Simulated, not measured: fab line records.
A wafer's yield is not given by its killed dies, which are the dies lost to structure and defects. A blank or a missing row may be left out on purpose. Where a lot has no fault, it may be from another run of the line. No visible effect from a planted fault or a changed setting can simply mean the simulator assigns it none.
The tool behind it: which one? / flow nand-harc / 24 lots with 72 wafers sampled at 6 steps, on a route of 1159 steps

== WHAT EACH GAUGE READ, for each wafer ==
NHARC_A_SOURCE_PLATE_THK_MEAS_09: measures by ellipsometry.
lot=L074; measured=day 6 21:16; on=film-metro-01; thk-nm (nm)=10.0 11.4 9.6
lot=L075; measured=day 7 09:45; on=film-metro-02; thk-nm (nm)=8.9 10.3 10.0
lot=L076; measured=day 7 09:44; on=film-metro-01; thk-nm (nm)=8.5 9.4 9.5
lot=L077; measured=day 7 16:14; on=film-metro-01; thk-nm (nm)=10.9 9.0 10.8
lot=L078; measured=day 7 16:14; on=film-metro-02; thk-nm (nm)=10.1 10.0 9.7
lot=L080; measured=day 8 10:29; on=film-metro-01; thk-nm (nm)=10.4 8.4 10.4
lot=L079; measured=day 8 10:29; on=film-metro-02; thk-nm (nm)=9.0 9.8 9.0
lot=L081; measured=day 8 22:04; on=film-metro-02; thk-nm (nm)=9.7 9.4 10.4
lot=L082; measured=day 8 22:03; on=film-metro-01; thk-nm (nm)=10.9 9.9 9.5
lot=L083; measured=day 9 04:29; on=film-metro-01; thk-nm (nm)=8.7 9.5 10.1
lot=L084; measured=day 9 04:29; on=film-metro-02; thk-nm (nm)=9.0 9.3 10.3
lot=L087; measured=day 10 01:23; on=film-metro-01; thk-nm (nm)=12.5 9.6 8.4
lot=L085; measured=day 10 01:25; on=film-metro-02; thk-nm (nm)=11.0 11.7 10.4
lot=L086; measured=day 10 01:25; on=film-metro-01; thk-nm (nm)=9.5 9.3 9.5
lot=L089; measured=day 10 13:08; on=film-metro-02; thk-nm (nm)=9.9 9.8 9.9
lot=L088; measured=day 10 18:14; on=film-metro-01; thk-nm (nm)=9.2 10.5 10.4
lot=L090; measured=day 11 05:49; on=film-metro-02; thk-nm (nm)=9.0 11.7 8.5
lot=L092; measured=day 11 12:49; on=film-metro-02; thk-nm (nm)=8.7 10.6 9.1
lot=L091; measured=day 11 12:49; on=film-metro-01; thk-nm (nm)=9.2 10.9 9.2
lot=L093; measured=day 11 23:01; on=film-metro-01; thk-nm (nm)=9.1 9.5 9.9
lot=L094; measured=day 11 23:01; on=film-metro-01; thk-nm (nm)=11.2 9.0 10.0
lot=L095; measured=day 11 23:01; on=film-metro-02; thk-nm (nm)=9.3 9.2 10.4
lot=L097; measured=day 12 15:52; on=film-metro-02; thk-nm (nm)=10.3 9.4 9.6
lot=L096; measured=day 12 15:52; on=film-metro-01; thk-nm (nm)=8.1 10.3 9.6

NHARC_A_ONON_D1_THK_MEAS_24: measures by ellipsometry.
lot=L074; measured=day 7 22:08; on=film-metro-02; thk-nm (nm)=1001 1002 1005
lot=L075; measured=day 8 12:17; on=film-metro-01; thk-nm (nm)=1001 1001 1000
lot=L076; measured=day 8 12:14; on=film-metro-02; thk-nm (nm)=1003 1003 1004
lot=L077; measured=day 8 16:09; on=film-metro-02; thk-nm (nm)=1004 1005 1003
lot=L078; measured=day 8 16:08; on=film-metro-01; thk-nm (nm)=1011 1011 1012
lot=L080; measured=day 9 13:05; on=film-metro-02; thk-nm (nm)=984 984 984
lot=L079; measured=day 9 13:05; on=film-metro-01; thk-nm (nm)=1012 1010 1009
lot=L081; measured=day 9 23:05; on=film-metro-02; thk-nm (nm)=985 986 985
lot=L082; measured=day 9 23:05; on=film-metro-01; thk-nm (nm)=1015 1016 1015
lot=L083; measured=day 10 06:46; on=film-metro-01; thk-nm (nm)=1008 1010 1009
lot=L084; measured=day 10 06:47; on=film-metro-02; thk-nm (nm)=997 998 998
lot=L087; measured=day 11 03:27; on=film-metro-02; thk-nm (nm)=1004 1004 1003
lot=L085; measured=day 11 03:18; on=film-metro-01; thk-nm (nm)=1004 1004 1004
lot=L086; measured=day 11 03:49; on=film-metro-02; thk-nm (nm)=995 995 995
lot=L089; measured=day 11 15:34; on=film-metro-02; thk-nm (nm)=993 993 992
lot=L088; measured=day 11 22:22; on=film-metro-01; thk-nm (nm)=1005 1004 1006
lot=L090; measured=day 12 06:20; on=film-metro-02; thk-nm (nm)=1000 998 1000
lot=L092; measured=day 12 15:22; on=film-metro-01; thk-nm (nm)=1011 1012 1012
lot=L091; measured=day 12 15:31; on=film-metro-02; thk-nm (nm)=1011 1014 1014
lot=L093; measured=day 13 01:23; on=film-metro-02; thk-nm (nm)=1012 1010 1012
lot=L094; measured=day 13 01:23; on=film-metro-01; thk-nm (nm)=1004 1004 1005
lot=L095; measured=day 13 01:24; on=film-metro-02; thk-nm (nm)=1004 1004 1003
lot=L097; measured=day 13 19:49; on=film-metro-02; thk-nm (nm)=1017 1016 1014
lot=L096; measured=day 13 19:47; on=film-metro-02; thk-nm (nm)=1024 1024 1023

NHARC_A_ONON_D1_THK_MEAS_30: measures by ellipsometry.
lot=L074; measured=day 7 23:16; on=film-metro-01; thk-nm (nm)=1009 1009 1011
lot=L075; measured=day 8 13:26; on=film-metro-01; thk-nm (nm)=994 994 993
lot=L076; measured=day 8 13:23; on=film-metro-02; thk-nm (nm)=1007 1009 1008
lot=L077; measured=day 8 17:17; on=film-metro-01; thk-nm (nm)=1005 1008 1006
lot=L078; measured=day 8 17:16; on=film-metro-02; thk-nm (nm)=1008 1008 1007
lot=L080; measured=day 9 14:30; on=film-metro-02; thk-nm (nm)=1009 1008 1008
lot=L079; measured=day 9 14:29; on=film-metro-01; thk-nm (nm)=986 986 985
lot=L081; measured=day 10 00:13; on=film-metro-02; thk-nm (nm)=1000 1002 1001
lot=L082; measured=day 10 00:14; on=film-metro-01; thk-nm (nm)=991 990 989
lot=L083; measured=day 10 07:54; on=film-metro-02; thk-nm (nm)=1002 1003 1003
lot=L084; measured=day 10 07:55; on=film-metro-01; thk-nm (nm)=1011 1011 1011
lot=L087; measured=day 11 04:52; on=film-metro-02; thk-nm (nm)=995 995 996
lot=L085; measured=day 11 04:42; on=film-metro-01; thk-nm (nm)=1001 1002 1003
lot=L086; measured=day 11 05:13; on=film-metro-01; thk-nm (nm)=983 984 985
lot=L089; measured=day 11 16:43; on=film-metro-01; thk-nm (nm)=1004 1004 1004
lot=L088; measured=day 11 23:29; on=film-metro-01; thk-nm (nm)=1004 1004 1004
lot=L090; measured=day 12 07:28; on=film-metro-01; thk-nm (nm)=985 986 986
lot=L092; measured=day 12 16:31; on=film-metro-02; thk-nm (nm)=1010 1006 1008
lot=L091; measured=day 12 16:38; on=film-metro-02; thk-nm (nm)=1008 1008 1007
lot=L093; measured=day 13 02:31; on=film-metro-01; thk-nm (nm)=1001 1000 1002
lot=L094; measured=day 13 02:31; on=film-metro-02; thk-nm (nm)=996 996 996
lot=L095; measured=day 13 02:34; on=film-metro-02; thk-nm (nm)=1006 1005 1005
lot=L097; measured=day 13 20:56; on=film-metro-02; thk-nm (nm)=1002 1003 1004
lot=L096; measured=day 13 20:55; on=film-metro-02; thk-nm (nm)=986 987 985

== EACH LOT AND THE TOOL THAT RAN IT (in order: tool; ch and the chambers of the sampled wafers; start) ==
lot=L074; NHARC_P_BONDPAD_DEGAS_25=pvd-sputter-02, day 6 08:53; NHARC_P_BONDPAD_ACTIVATE_29=rie-diel-06 ch 0,3, day 6 10:34; NHARC_A_ZERO_WELL_RTA_16=rtp-anneal-01 ch 0, day 6 13:40
lot=L075; NHARC_P_BONDPAD_DEGAS_25=pvd-sputter-01, day 6 20:02; NHARC_P_BONDPAD_ACTIVATE_29=rie-diel-06 ch 1,3, day 6 21:43; NHARC_A_ZERO_WELL_RTA_16=rtp-anneal-02 ch 0, day 7 00:17
lot=L076; NHARC_P_BONDPAD_DEGAS_25=pvd-sputter-02, day 6 23:21; NHARC_P_BONDPAD_ACTIVATE_29=rie-diel-06 ch 0,1,3, day 7 01:03; NHARC_A_ZERO_WELL_RTA_16=rtp-anneal-01 ch 0, day 7 03:40
lot=L077; NHARC_P_BONDPAD_DEGAS_25=pvd-sputter-01, day 7 04:11; NHARC_P_BONDPAD_ACTIVATE_29=rie-diel-11 ch 1,2, day 7 05:58; NHARC_A_ZERO_WELL_RTA_16=rtp-anneal-01 ch 0, day 7 08:37
lot=L078; NHARC_P_BONDPAD_DEGAS_25=pvd-sputter-01, day 7 06:55; NHARC_P_BONDPAD_ACTIVATE_29=rie-diel-06 ch 2,3, day 7 08:38; NHARC_A_ZERO_WELL_RTA_16=rtp-anneal-01 ch 0, day 7 11:08
lot=L080; NHARC_P_BONDPAD_DEGAS_25=pvd-sputter-02, day 7 22:41; NHARC_P_BONDPAD_ACTIVATE_29=rie-diel-11 ch 2,3, day 8 00:22; NHARC_A_ZERO_WELL_RTA_16=rtp-anneal-02 ch 0, day 8 02:56
lot=L079; NHARC_P_BONDPAD_DEGAS_25=pvd-sputter-02, day 7 23:19; NHARC_P_BONDPAD_ACTIVATE_29=rie-diel-06 ch 1,2,3, day 8 01:07; NHARC_A_ZERO_WELL_RTA_16=rtp-anneal-02 ch 0, day 8 03:46
lot=L081; NHARC_P_BONDPAD_DEGAS_25=pvd-sputter-02, day 8 08:41; NHARC_P_BONDPAD_ACTIVATE_29=rie-diel-06 ch 2,3, day 8 10:22; NHARC_A_ZERO_WELL_RTA_16=rtp-anneal-01 ch 0, day 8 12:52
lot=L082; NHARC_P_BONDPAD_DEGAS_25=pvd-sputter-01, day 8 12:17; NHARC_P_BONDPAD_ACTIVATE_29=rie-diel-06 ch 0,1,3, day 8 14:15; NHARC_A_ZERO_WELL_RTA_16=rtp-anneal-01 ch 0, day 8 16:41
lot=L083; NHARC_P_BONDPAD_DEGAS_25=pvd-sputter-01, day 8 16:37; NHARC_P_BONDPAD_ACTIVATE_29=rie-diel-02 ch 0,1,3, day 8 18:20; NHARC_A_ZERO_WELL_RTA_16=rtp-anneal-01 ch 0, day 8 20:52
lot=L084; NHARC_P_BONDPAD_DEGAS_25=pvd-sputter-03, day 8 17:14; NHARC_P_BONDPAD_ACTIVATE_29=rie-diel-06 ch 0,1, day 8 18:55; NHARC_A_ZERO_WELL_RTA_16=rtp-anneal-02 ch 0, day 8 21:31
lot=L087; NHARC_P_BONDPAD_DEGAS_25=pvd-sputter-01, day 9 13:41; NHARC_P_BONDPAD_ACTIVATE_29=rie-diel-06 ch 0,2, day 9 15:22; NHARC_A_ZERO_WELL_RTA_16=rtp-anneal-01 ch 0, day 9 17:48
lot=L085; NHARC_P_BONDPAD_DEGAS_25=pvd-sputter-02, day 9 14:36; NHARC_P_BONDPAD_ACTIVATE_29=rie-diel-06 ch 0,1,3, day 9 16:19; NHARC_A_ZERO_WELL_RTA_16=rtp-anneal-02 ch 0, day 9 19:03
lot=L086; NHARC_P_BONDPAD_DEGAS_25=pvd-sputter-01, day 9 16:03; NHARC_P_BONDPAD_ACTIVATE_29=rie-diel-06 ch 0,2, day 9 17:45; NHARC_A_ZERO_WELL_RTA_16=rtp-anneal-01 ch 0, day 9 20:19
lot=L089; NHARC_P_BONDPAD_DEGAS_25=pvd-sputter-01, day 10 01:22; NHARC_P_BONDPAD_ACTIVATE_29=rie-diel-06 ch 1,2, day 10 03:10; NHARC_A_ZERO_WELL_RTA_16=rtp-anneal-02 ch 0, day 10 05:36
lot=L088; NHARC_P_BONDPAD_DEGAS_25=pvd-sputter-03, day 10 06:26; NHARC_P_BONDPAD_ACTIVATE_29=rie-diel-06 ch 0,1, day 10 08:06; NHARC_A_ZERO_WELL_RTA_16=rtp-anneal-02 ch 0, day 10 10:37
lot=L090; NHARC_P_BONDPAD_DEGAS_25=pvd-sputter-03, day 10 17:34; NHARC_P_BONDPAD_ACTIVATE_29=rie-diel-06 ch 0,2,3, day 10 19:16; NHARC_A_ZERO_WELL_RTA_16=rtp-anneal-01 ch 0, day 10 21:40
lot=L092; NHARC_P_BONDPAD_DEGAS_25=pvd-sputter-01, day 10 21:30; NHARC_P_BONDPAD_ACTIVATE_29=rie-diel-02 ch 0,2,3, day 10 23:11; NHARC_A_ZERO_WELL_RTA_16=rtp-anneal-01 ch 0, day 11 01:36
lot=L091; NHARC_P_BONDPAD_DEGAS_25=pvd-sputter-03, day 10 21:59; NHARC_P_BONDPAD_ACTIVATE_29=rie-diel-11 ch 1,3, day 10 23:43; NHARC_A_ZERO_WELL_RTA_16=rtp-anneal-02 ch 0, day 11 02:20
lot=L093; NHARC_P_BONDPAD_DEGAS_25=pvd-sputter-02, day 11 08:24; NHARC_P_BONDPAD_ACTIVATE_29=rie-diel-11 ch 0,3, day 11 10:26; NHARC_A_ZERO_WELL_RTA_16=rtp-anneal-01 ch 0, day 11 13:02
lot=L094; NHARC_P_BONDPAD_DEGAS_25=pvd-sputter-02, day 11 09:39; NHARC_P_BONDPAD_ACTIVATE_29=rie-diel-06 ch 0,1,2, day 11 11:22; NHARC_A_ZERO_WELL_RTA_16=rtp-anneal-01 ch 0, day 11 13:50
lot=L095; NHARC_P_BONDPAD_DEGAS_25=pvd-sputter-01, day 11 11:19; NHARC_P_BONDPAD_ACTIVATE_29=rie-diel-02 ch 0,1, day 11 13:09; NHARC_A_ZERO_WELL_RTA_16=rtp-anneal-01 ch 0, day 11 15:44
lot=L097; NHARC_P_BONDPAD_DEGAS_25=pvd-sputter-02, day 12 02:14; NHARC_P_BONDPAD_ACTIVATE_29=rie-diel-06 ch 0,1, day 12 03:55; NHARC_A_ZERO_WELL_RTA_16=rtp-anneal-02 ch 0, day 12 06:28
lot=L096; NHARC_P_BONDPAD_DEGAS_25=pvd-sputter-03, day 12 03:30; NHARC_P_BONDPAD_ACTIVATE_29=rie-diel-06 ch 0,1,2, day 12 05:10; NHARC_A_ZERO_WELL_RTA_16=rtp-anneal-02 ch 0, day 12 07:47
- NHARC_P_BONDPAD_DEGAS_25: time 60 s.
- NHARC_P_BONDPAD_ACTIVATE_29: chemistry N2, time 60 s.
- NHARC_A_ZERO_WELL_RTA_16: time 10 s.

== AS READ BY THE TOOLS THEMSELVES (means over the sampled wafers that have a number; for cases with no such wafer, the mark the record gives instead) ==
NHARC_P_BONDPAD_DEGAS_25.
lot=L074; tool=pvd-sputter-02; heater-power-w (W)=448
lot=L075; tool=pvd-sputter-01; heater-power-w (W)=479
lot=L076; tool=pvd-sputter-02; heater-power-w (W)=511
lot=L077; tool=pvd-sputter-01; heater-power-w (W)=478
lot=L078; tool=pvd-sputter-01; heater-power-w (W)=475
lot=L080; tool=pvd-sputter-02; heater-power-w (W)=424
lot=L079; tool=pvd-sputter-02; heater-power-w (W)=527
lot=L081; tool=pvd-sputter-02; heater-power-w (W)=438
lot=L082; tool=pvd-sputter-01; heater-power-w (W)=457
lot=L083; tool=pvd-sputter-01; heater-power-w (W)=484
lot=L084; tool=pvd-sputter-03; heater-power-w (W)=482
lot=L087; tool=pvd-sputter-01; heater-power-w (W)=488
lot=L085; tool=pvd-sputter-02; heater-power-w (W)=439
lot=L086; tool=pvd-sputter-01; heater-power-w (W)=479
lot=L089; tool=pvd-sputter-01; heater-power-w (W)=475
lot=L088; tool=pvd-sputter-03; heater-power-w (W)=510
lot=L090; tool=pvd-sputter-03; heater-power-w (W)=471
lot=L092; tool=pvd-sputter-01; heater-power-w (W)=468
lot=L091; tool=pvd-sputter-03; heater-power-w (W)=490
lot=L093; tool=pvd-sputter-02; heater-power-w (W)=489
lot=L094; tool=pvd-sputter-02; heater-power-w (W)=504
lot=L095; tool=pvd-sputter-01; heater-power-w (W)=471
lot=L097; tool=pvd-sputter-02; heater-power-w (W)=458
lot=L096; tool=pvd-sputter-03; heater-power-w (W)=466

NHARC_P_BONDPAD_ACTIVATE_29.
lot=L074; tool=rie-diel-06; drypump-motor-current-A (A)=6.4; mfc-ar-sccm (sccm)=0.020; oes-product-au (a.u.)=1.006; rf-vpp-V (V)=64.1; showerhead-plenum-p-Torr (Torr)=1.81
lot=L075; tool=rie-diel-06; drypump-motor-current-A (A)=6.0; mfc-ar-sccm (sccm)=0.000; oes-product-au (a.u.)=1.006; rf-vpp-V (V)=64.1; showerhead-plenum-p-Torr (Torr)=1.84
lot=L076; tool=rie-diel-06; drypump-motor-current-A (A)=6.0; mfc-ar-sccm (sccm)=0.010; oes-product-au (a.u.)=1.017; rf-vpp-V (V)=64.3; showerhead-plenum-p-Torr (Torr)=1.82
lot=L077; tool=rie-diel-11; drypump-motor-current-A (A)=5.4; mfc-ar-sccm (sccm)=0.000; oes-product-au (a.u.)=1.015; rf-vpp-V (V)=63.9; showerhead-plenum-p-Torr (Torr)=1.76
lot=L078; tool=rie-diel-06; drypump-motor-current-A (A)=6.2; mfc-ar-sccm (sccm)=0.000; oes-product-au (a.u.)=1.007; rf-vpp-V (V)=63.9; showerhead-plenum-p-Torr (Torr)=1.81
lot=L080; tool=rie-diel-11; drypump-motor-current-A (A)=6.1; mfc-ar-sccm (sccm)=0.000; oes-product-au (a.u.)=1.005; rf-vpp-V (V)=63.2; showerhead-plenum-p-Torr (Torr)=1.72
lot=L079; tool=rie-diel-06; drypump-motor-current-A (A)=5.9; mfc-ar-sccm (sccm)=0.000; oes-product-au (a.u.)=1.006; rf-vpp-V (V)=64.4; showerhead-plenum-p-Torr (Torr)=1.81
lot=L081; tool=rie-diel-06; drypump-motor-current-A (A)=6.2; mfc-ar-sccm (sccm)=0.000; oes-product-au (a.u.)=1.000; rf-vpp-V (V)=64.0; showerhead-plenum-p-Torr (Torr)=1.81
lot=L082; tool=rie-diel-06; drypump-motor-current-A (A)=6.0; mfc-ar-sccm (sccm)=0.010; oes-product-au (a.u.)=1.001; rf-vpp-V (V)=64.1; showerhead-plenum-p-Torr (Torr)=1.82
lot=L083; tool=rie-diel-02; drypump-motor-current-A (A)=6.5; mfc-ar-sccm (sccm)=0.028; oes-product-au (a.u.)=0.994; rf-vpp-V (V)=63.9; showerhead-plenum-p-Torr (Torr)=1.77
lot=L084; tool=rie-diel-06; drypump-motor-current-A (A)=6.0; mfc-ar-sccm (sccm)=0.020; oes-product-au (a.u.)=1.014; rf-vpp-V (V)=64.1; showerhead-plenum-p-Torr (Torr)=1.81
lot=L087; tool=rie-diel-06; drypump-motor-current-A (A)=6.2; mfc-ar-sccm (sccm)=0.010; oes-product-au (a.u.)=1.005; rf-vpp-V (V)=64.1; showerhead-plenum-p-Torr (Torr)=1.77
lot=L085; tool=rie-diel-06; drypump-motor-current-A (A)=6.0; mfc-ar-sccm (sccm)=0.010; oes-product-au (a.u.)=1.021; rf-vpp-V (V)=64.4; showerhead-plenum-p-Torr (Torr)=1.82
lot=L086; tool=rie-diel-06; drypump-motor-current-A (A)=6.3; mfc-ar-sccm (sccm)=0.020; oes-product-au (a.u.)=1.005; rf-vpp-V (V)=63.9; showerhead-plenum-p-Torr (Torr)=1.78
lot=L089; tool=rie-diel-06; drypump-motor-current-A (A)=5.8; mfc-ar-sccm (sccm)=0.000; oes-product-au (a.u.)=0.994; rf-vpp-V (V)=63.9; showerhead-plenum-p-Torr (Torr)=1.79
lot=L088; tool=rie-diel-06; drypump-motor-current-A (A)=5.7; mfc-ar-sccm (sccm)=0.010; oes-product-au (a.u.)=1.015; rf-vpp-V (V)=63.2; showerhead-plenum-p-Torr (Torr)=1.82
lot=L090; tool=rie-diel-06; drypump-motor-current-A (A)=6.2; mfc-ar-sccm (sccm)=0.010; oes-product-au (a.u.)=1.010; rf-vpp-V (V)=64.0; showerhead-plenum-p-Torr (Torr)=1.80
lot=L092; tool=rie-diel-02; drypump-motor-current-A (A)=6.0; mfc-ar-sccm (sccm)=0.018; oes-product-au (a.u.)=0.992; rf-vpp-V (V)=63.6; showerhead-plenum-p-Torr (Torr)=1.74
lot=L091; tool=rie-diel-11; drypump-motor-current-A (A)=6.0; mfc-ar-sccm (sccm)=0.000; oes-product-au (a.u.)=1.004; rf-vpp-V (V)=64.4; showerhead-plenum-p-Torr (Torr)=1.76
lot=L093; tool=rie-diel-11; drypump-motor-current-A (A)=6.3; mfc-ar-sccm (sccm)=0.010; oes-product-au (a.u.)=1.003; rf-vpp-V (V)=63.8; showerhead-plenum-p-Torr (Torr)=1.69
lot=L094; tool=rie-diel-06; drypump-motor-current-A (A)=5.9; mfc-ar-sccm (sccm)=0.010; oes-product-au (a.u.)=1.003; rf-vpp-V (V)=64.3; showerhead-plenum-p-Torr (Torr)=1.79
lot=L095; tool=rie-diel-02; drypump-motor-current-A (A)=6.7; mfc-ar-sccm (sccm)=0.031; oes-product-au (a.u.)=1.002; rf-vpp-V (V)=64.3; showerhead-plenum-p-Torr (Torr)=1.74
lot=L097; tool=rie-diel-06; drypump-motor-current-A (A)=5.7; mfc-ar-sccm (sccm)=0.010; oes-product-au (a.u.)=1.009; rf-vpp-V (V)=64.2; showerhead-plenum-p-Torr (Torr)=1.82
lot=L096; tool=rie-diel-06; drypump-motor-current-A (A)=5.9; mfc-ar-sccm (sccm)=0.010; oes-product-au (a.u.)=1.009; rf-vpp-V (V)=64.9; showerhead-plenum-p-Torr (Torr)=1.79

NHARC_A_ZERO_WELL_RTA_16.
lot=L074; tool=rtp-anneal-01; lamp-power-pct (%)=31.6; wafer_temp_C_max=1005.8
lot=L075; tool=rtp-anneal-02; lamp-power-pct (%)=29.8; wafer_temp_C_max=1006.6
lot=L076; tool=rtp-anneal-01; lamp-power-pct (%)=31.6; wafer_temp_C_max=1005.6
lot=L077; tool=rtp-anneal-01; lamp-power-pct (%)=31.6; wafer_temp_C_max=1007.4
lot=L078; tool=rtp-anneal-01; lamp-power-pct (%)=31.6; wafer_temp_C_max=1004.6
lot=L080; tool=rtp-anneal-02; lamp-power-pct (%)=29.9; wafer_temp_C_max=1005.1
lot=L079; tool=rtp-anneal-02; lamp-power-pct (%)=29.8; wafer_temp_C_max=1006.4
lot=L081; tool=rtp-anneal-01; lamp-power-pct (%)=31.5; wafer_temp_C_max=1005.6
lot=L082; tool=rtp-anneal-01; lamp-power-pct (%)=31.6; wafer_temp_C_max=1005.7
lot=L083; tool=rtp-anneal-01; lamp-power-pct (%)=31.6; wafer_temp_C_max=1005.5
lot=L084; tool=rtp-anneal-02; lamp-power-pct (%)=29.9; wafer_temp_C_max=1005.8
lot=L087; tool=rtp-anneal-01; lamp-power-pct (%)=31.6; wafer_temp_C_max=1005.8
lot=L085; tool=rtp-anneal-02; lamp-power-pct (%)=29.9; wafer_temp_C_max=1006.4
lot=L086; tool=rtp-anneal-01; lamp-power-pct (%)=31.5; wafer_temp_C_max=1006.2
lot=L089; tool=rtp-anneal-02; lamp-power-pct (%)=29.9; wafer_temp_C_max=1005.5
lot=L088; tool=rtp-anneal-02; lamp-power-pct (%)=29.9; wafer_temp_C_max=1007.3
lot=L090; tool=rtp-anneal-01; lamp-power-pct (%)=31.6; wafer_temp_C_max=1006.1
lot=L092; tool=rtp-anneal-01; lamp-power-pct (%)=31.5; wafer_temp_C_max=1006.3
lot=L091; tool=rtp-anneal-02; lamp-power-pct (%)=29.9; wafer_temp_C_max=1006.3
lot=L093; tool=rtp-anneal-01; lamp-power-pct (%)=31.6; wafer_temp_C_max=1004.8
lot=L094; tool=rtp-anneal-01; lamp-power-pct (%)=31.6; wafer_temp_C_max=1005.8
lot=L095; tool=rtp-anneal-01; lamp-power-pct (%)=31.6; wafer_temp_C_max=1006.1
lot=L097; tool=rtp-anneal-02; lamp-power-pct (%)=29.8; wafer_temp_C_max=1006.6
lot=L096; tool=rtp-anneal-02; lamp-power-pct (%)=29.9; wafer_temp_C_max=1008.0

== THE ANSWER, worked out from the rows above alone ==
Rule: what is usual is taken from the lots themselves. The widest of any qualifying gaps counts: lots, ordered by their means at a reading, are off when they make up no more than a third of the lots, leave a main group of 4 or more, and stand apart from it by 3 or more times the standard deviation of that group's means. A main group whose means are all the same, to the digits that the tables above print for the reading, isn't used. Also off: a lot with no number at a reading for which 4 or more lots have one. All remaining lots with rows at the step are treated as sound. Order of review: gauges by route order, followed by the tools' own readings, for which a lot's mean as printed above is used. At the first step where some lot is off, the reading lying furthest off is the one used; lots without a number count as furthest.
Across all readings shown, no lot is off: no conclusion can be drawn from this.

== WHAT THE SIMULATOR PUT IN ==
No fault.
